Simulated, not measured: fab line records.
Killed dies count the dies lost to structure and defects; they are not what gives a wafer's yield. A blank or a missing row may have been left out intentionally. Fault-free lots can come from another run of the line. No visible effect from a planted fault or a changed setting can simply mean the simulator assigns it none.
A lot that was struck, set against a sound lot + flow nand harc + 39 out of 1159 route steps
Sound: wafers L453.1, L453.2, L453.6. Struck: wafer L455.6. (L455.1, L455.5 of the same lot were not struck and are left out.) The cause comes at the end.
At each step with rows: each side's tool, then ch and its chambers, then its first start. Under that, the readings that differ: sound wafers + struck wafers + difference of the means + sigmas: that difference in standard deviations of wafers without a fault.
alike: same words and numbers on both sides, and readings whose means sit less than 2 such deviations apart. not compared: any withheld reading, any reading some wafer has no value for, any bound like >300 that may hide the same value, and any number with overlapping values for which the record gives no deviation.
The two part at a step that has a row with sigmas, a row that says differs or no value, or rows on one side only. Numbers that don't overlap but have no deviation are shown without sigmas and don't part them. A reading missing from all wafers of one side parts the sides only when that side holds two or more wafers.

first, 8 steps without rows for these wafers: NHARC_P_BONDPAD_HMDS_02 (time 30 s); NHARC_P_BONDPAD_COAT_36 (time 65 s); NHARC_P_BONDPAD_COAT_03 (resist thk 600 nm); NHARC_P_BONDPAD_SOFTBAKE_04 (time 70 s); NHARC_P_BONDPAD_EBR_05; NHARC_P_BONDPAD_EXPOSE_06 (exposes mask P BPAD); NHARC_P_BONDPAD_PEB_07 (peb time 80 s); NHARC_P_BONDPAD_DEVELOP_08 (time 50 s).
NHARC_P_BONDPAD_CD_MEAS_09: the cd target is 500 nm.
  sound on cd sem-02 ch 0, day 8 13:27; struck on cd sem-02 ch 0, day 8 20:17
  alike: cd nm
NHARC_P_BONDPAD_OVL_MEAS_38:
  sound on overlay-01 at day 8 13:32; struck on overlay-01 at day 8 20:22
  alike: overlay x nm, overlay y nm
then, 2 steps without rows for these wafers: NHARC_P_BONDPAD_HARDBAKE_10 (time 65 s); NHARC_P_BONDPAD_DESCUM_11 (chemistry O2, time 3 s).
NHARC_P_BONDPAD_ETCH_37: etches the open film in N2/H2, target depth 60 nm, overetch 18 nm, time 65.91 s.
  sound on rie diel-09 ch 0,1,2, day 8 13:46; struck on rie diel-09 ch 1, day 8 20:35
  alike: drypump motor current A, oes product au, rf vpp V, showerhead plenum p Torr, throttle valve pct
  not compared: rf hours counter h
then, 1 step without rows for these wafers: NHARC_P_BONDPAD_ETCH_12 (etches the open film in CHF3/O2, target depth 200 nm, time 100 s).
NHARC_P_BONDPAD_CD_MEAS_13:
  sound on cd sem-02 at day 8 13:59; struck on cd sem-01 at day 8 20:49
  alike: cd nm
then, 1 step without rows for these wafers: NHARC_P_BONDPAD_STRIP_15 (strips in O2).
NHARC_P_BONDPAD_ETCH_24: etches the open film in CF4/N2, target depth 30 nm, time 72.99 s.
  sound: rie diel-09 ch 0,1,3; struck: rie diel-09 ch 1
  alike: drypump motor current A, oes product au, rf vpp V, showerhead plenum p Torr, throttle valve pct
  not compared: rf hours counter h
then, 2 steps without rows for these wafers: NHARC_P_BONDPAD_STRIP_16 (strips in post etch residue remover, time 600 s); NHARC_P_BONDPAD_DEGAS_25 (time 60 s).
NHARC_P_BONDPAD_PRE_CLEAN_26: time 30 s.
  sound on pvd sputter-03; struck on pvd sputter-03
  alike: heater power w
then, 1 step without rows for these wafers: NHARC_P_BONDPAD_PVD_17 (deposits TaN, target thk 5 nm, time 8.06 s).
NHARC_P_BONDPAD_PVD_27: deposits Cu, target thk 30 nm, time 20.49 s.
  sound on pvd sputter-03; struck on pvd sputter-03
  alike: throttle valve pct
then, 1 step without rows for these wafers: NHARC_P_BONDPAD_ECD_18 (material Cu, target thk 400 nm).
NHARC_P_BONDPAD_ANNEAL_28: time 90 s.
  sound on rtp anneal-02 ch 0, day 8 15:21; struck on rtp anneal-01 ch 0, day 8 22:10
  alike: wafer_temp_C_max
then, 1 step without rows for these wafers: NHARC_P_BONDPAD_CMP_19 (polishes, t overpolish 30 s, cu recess touch 16 s, target thk 160.81 nm).
NHARC_P_BONDPAD_THK_MEAS_20: measures by xrf.
  sound on film metro-01 at day 8 16:01; struck on film metro-02 at day 8 22:50
  alike: thk nm
then, 1 step without rows for these wafers: NHARC_P_BONDPAD_SRD_21 (time 30 s, dry time 20 s).
NHARC_P_BONDPAD_ACTIVATE_29: chemistry N2, time 60 s.
  sound on rie diel-09 ch 1,2,3, day 8 16:18; struck on rie diel-09 ch 3, day 8 23:09
| reading      | sound          | struck | difference | sigmas |
|--------------|----------------|--------|------------|--------|
| rf vpp V (V) | 65.1 64.7 64.3 | 61.9   | -2.8       | -3     |
  alike: drypump motor current A, oes product au, showerhead plenum p Torr
  not compared: rf hours counter h
then, 10 steps without rows for these wafers: NHARC_P_BONDPAD_PRECLEAN_30 (cleans in DIW, time 300 s); NHARC_P_BONDPAD_SRD_31 (time 30 s, dry time 20 s); NHARC_A_ZERO_WELL_PRECLEAN_00 (cleans in SPM, time 600 s); NHARC_A_ZERO_WELL_SRD_01; NHARC_A_ZERO_WELL_DEHYDRATE_02 (time 120 s); NHARC_A_ZERO_WELL_HMDS_03 (time 30 s); NHARC_A_ZERO_WELL_COAT_18 (time 65 s); NHARC_A_ZERO_WELL_COAT_04 (resist thk 600 nm); NHARC_A_ZERO_WELL_SOFTBAKE_05 (time 70 s); NHARC_A_ZERO_WELL_EBR_06.
-- break in the record here, with 13 days between the starts of the struck wafers on either side (left off in module A_ZERO_WELL, picked up again in module END, where the first step shown is number 1159 on the route) --
NHARC_END_SORT_01:
  sound on prober-02 ch 0, day 21 18:39; struck on prober-01 ch 0, day 22 01:55
| reading                  | sound          | struck | difference | sigmas |
|--------------------------|----------------|--------|------------|--------|
| defect limited yield (%) | 97.0 97.3 97.9 | 91.4   | -6.0       | -3     |
| killed at periphery      | 4 1 2          | 37     | +35        | +16    |
| killed dies              | 20 18 14       | 58     | +41        | +3     |
| sort_bin_2_pct (%)       | 1.0 0.6 0.9    | 4.0    | +3.2       | +4     |
| sort_bin_3_pct (%)       | 0.30 0 0.15    | 0.89   | +0.74      | +3     |
| sort n pass              | 657 659 663    | 619    | -41        | -3     |
| sort rim yield pct (%)   | 95 99 96       | 86     | -11        | -3     |
| sort yield pct (%)       | 97.0 97.3 97.9 | 91.4   | -6.0       | -3     |
  alike: killed at array, killed at other, killed open, killed short, sort_bin_4_pct

== WHERE THEY PART ==
Earliest at NHARC_P_BONDPAD_ACTIVATE_29; latest, in this record, at NHARC_END_SORT_01.

WHY: what the simulator had put in
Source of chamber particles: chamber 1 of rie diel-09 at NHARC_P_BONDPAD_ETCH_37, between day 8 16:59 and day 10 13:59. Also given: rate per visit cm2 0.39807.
